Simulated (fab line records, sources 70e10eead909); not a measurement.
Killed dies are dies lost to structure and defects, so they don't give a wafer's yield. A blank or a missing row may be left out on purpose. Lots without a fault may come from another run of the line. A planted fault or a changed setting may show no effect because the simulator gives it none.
Problem report in the 8D (eight disciplines) form, filled by code | flow nand_harc | the parts of the form that need people (team, actions taken, sign-off) are left out

1. THE PROBLEM
raw_defect_count at NHARC_A_M0_INSPECT_27 reads a mean of 3200 on 1 wafer of 1 lot; wafers without a fault read 565 with a standard deviation of 150. That is +18 standard deviations from the usual mean.
First seen on wafer L603.1, day 28 16:31, on defect_inspect-02. The record holds 33 wafers of 11 lots with a number at this step. Rule for "out", or "out of limits": more than 4 standard deviations from the usual mean. The other wafers with a number count as sound.

2. WHAT IT IS AND WHAT IT IS NOT
question                    | is                | is not
which readings at this step | raw_defect_count  | -
which lots                  | L603              | L594, L597, L601, L607, L609, L611, L614, L615, L616, L617
which wafers of those lots  | L603.1            | L603.2, L603.4
read on which gauges        | defect_inspect-02 | defect_inspect-01
when                        | from day 28 16:31 | up to then (11 sound wafers); but 21 sound wafers of L607, L609, L611, L614, L615, L616, L617 came after

3. SUSPECTS, AND WHAT RULES EACH OUT
Counting: a tool at a process step up to the reading stays a suspect if it ran every lot that is out. Sound lots after the first of them don't rule it out here, since some wafers of a struck lot are sound.
- the gauge at NHARC_A_M0_INSPECT_27: ruled out. All the wafers that are out were read on defect_inspect-02, but those of them that NHARC_END_SORT_01 has rows for are out there too, on other tools.
- ald_metal-02 at NHARC_A_BLC_ALD_23 (deposits TiN, target thk 3 nm, pulse time 1 s, ald cycles 150): kept. It ran the lot that is out, L603 (day 28 11:49); its last sound lot up to then is L601 (day 27 05:46).
- rie_diel-05 at NHARC_A_M0_ETCH_34 (etches the open film in N2/H2, target depth 40 nm, overetch 12 nm, time 43.94 s): kept. It ran the lot that is out, L603 (day 28 14:07); its last sound lot up to then is L597 (day 24 09:59).
- rtp_anneal-01 at NHARC_A_M0_ANNEAL_30 (time 90 s): kept. It ran the lot that is out, L603 (day 28 15:41); its last sound lot up to then is L601 (day 27 09:40).
- cmp-02 at NHARC_A_M0_CMP_23 (polishes, t overpolish 20 s, target thk 113.75 nm): kept. It ran the lot that is out, L603 (day 28 16:02); its last sound lot up to then is L601 (day 27 10:02).
- Within ald_metal-02 at NHARC_A_BLC_ALD_23: the wafers that are out ran in chamber 1; their sound lot-mates ran in chambers 2, 3.
- Within rie_diel-05 at NHARC_A_M0_ETCH_34: the wafers that are out ran in chamber 3; their sound lot-mates ran in chambers 1, 2.
- Within cmp-02 at NHARC_A_M0_CMP_23: the wafers that are out ran in chamber 2; their sound lot-mates ran in chambers 0, 3.
Left after counting: ald_metal-02 at NHARC_A_BLC_ALD_23, rie_diel-05 at NHARC_A_M0_ETCH_34, rtp_anneal-01 at NHARC_A_M0_ANNEAL_30, cmp-02 at NHARC_A_M0_CMP_23.

4. THE CAUSE (what the simulator had put in)
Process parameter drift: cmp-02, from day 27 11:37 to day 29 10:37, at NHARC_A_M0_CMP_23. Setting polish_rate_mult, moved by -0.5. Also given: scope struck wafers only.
Counting left 4 suspects, and this tool is among them.

5. THE CHAIN OF EFFECTS, in route order
Each row: a reading whose mean over the struck wafers that have a number lies more than 3 standard deviations from the usual. Only readings for which the record gives a usual standard deviation are gone through. hours: the time from each lot's start at the first step in this table that gives one to its start at this step, as a median over the lots. sigmas: the change in usual standard deviations.
hours | step                  | reading              | usual  | on struck wafers | change | sigmas
0     | NHARC_A_M0_INSPECT_27 | raw_defect_count     | 565    | 3200             | +2635  | +18
48    | NHARC_END_SORT_01     | defect_limited_yield | 91.3 % | 0.0              | -91.3  | -34
48    | NHARC_END_SORT_01     | killed_at_array      | 54     | 674              | +620   | +34
48    | NHARC_END_SORT_01     | killed_dies          | 59     | 677              | +618   | +34

6. WHAT WOULD HAVE CAUGHT IT SOONER
In this record the first reading out of limits at a measuring or inspecting step was taken at day 28 16:31, 29 hours after the fault began at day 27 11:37.
Of the tool readings at NHARC_A_M0_CMP_23 for which the record gives a usual standard deviation, none was out on any struck wafer, so an alarm limit of 4 standard deviations on them would not have fired.
All the lots that are out (1) had begun NHARC_A_M0_CMP_23 on cmp-02 by day 28 16:31. A hold on the tool at that time would have spared none of them.
